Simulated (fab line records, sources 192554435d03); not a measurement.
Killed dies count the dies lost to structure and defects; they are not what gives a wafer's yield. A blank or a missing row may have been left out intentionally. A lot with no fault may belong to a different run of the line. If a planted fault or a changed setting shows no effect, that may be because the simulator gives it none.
Chamber matching / flow n5-finfet / 3 sister chambers for N5_BEOL_M10_DEP_56 on pecvd-02
The step deposits SiCN from 3MS/NH3, target thk 15 nm, time 26.5 s. 6 wafers are shown with their chamber, then 7 later ones without.

WAFERS PAIRED WITH THEIR CHAMBERS
wafer=L083.6; chamber=1; showerhead-plenum-p-Torr (Torr)=3.686; throttle-valve-pct (%)=10.1
wafer=L084.1; chamber=1; showerhead-plenum-p-Torr (Torr)=3.688; throttle-valve-pct (%)=10.2
wafer=L091.5; chamber=0; showerhead-plenum-p-Torr (Torr)=3.646; throttle-valve-pct (%)=8.8
wafer=L091.6; chamber=2; showerhead-plenum-p-Torr (Torr)=3.691; throttle-valve-pct (%)=9.1
wafer=L092.1; chamber=0; showerhead-plenum-p-Torr (Torr)=3.633; throttle-valve-pct (%)=9.0
wafer=L092.2; chamber=2; showerhead-plenum-p-Torr (Torr)=3.684; throttle-valve-pct (%)=9.0

WAFERS WITH NO CHAMBER GIVEN
wafer=L092.4; showerhead-plenum-p-Torr (Torr)=3.674; throttle-valve-pct (%)=9.0
wafer=L095.2; showerhead-plenum-p-Torr (Torr)=3.635; throttle-valve-pct (%)=9.3
wafer=L095.5; showerhead-plenum-p-Torr (Torr)=3.636; throttle-valve-pct (%)=9.0
wafer=L095.6; showerhead-plenum-p-Torr (Torr)=3.691; throttle-valve-pct (%)=8.7
wafer=L096.2; showerhead-plenum-p-Torr (Torr)=3.634; throttle-valve-pct (%)=8.8
wafer=L096.5; showerhead-plenum-p-Torr (Torr)=3.676; throttle-valve-pct (%)=9.2
wafer=L096.6; showerhead-plenum-p-Torr (Torr)=3.647; throttle-valve-pct (%)=8.9

WHICH CHAMBER EACH WENT THROUGH
wafer=L092.4; from the rows above=2; in truth=2
wafer=L095.2; from the rows above=0; in truth=0
wafer=L095.5; from the rows above=0; in truth=0
wafer=L095.6; from the rows above=2; in truth=2
wafer=L096.2; from the rows above=0; in truth=0
wafer=L096.5; from the rows above=2; in truth=2
wafer=L096.6; from the rows above=0; in truth=0
Correct placement for 7 of the 7. From these rows, 0 cannot be placed. Number placed wrongly: 0.
How it was worked out, from the rows above alone: a wafer's distance from a chamber is the root of the sum, over the readings, of the square of ((its reading less the chamber's mean) divided by the reading's scatter). The wafer belongs to the nearest chamber; if the next one is less than 2 further off, it can't be placed. The mean given for a chamber averages the wafers shown for that chamber. The scatter: take each reading less its chamber's mean, square it, sum over the shown wafers, divide by the number of wafers less the number of chambers, and take the root.
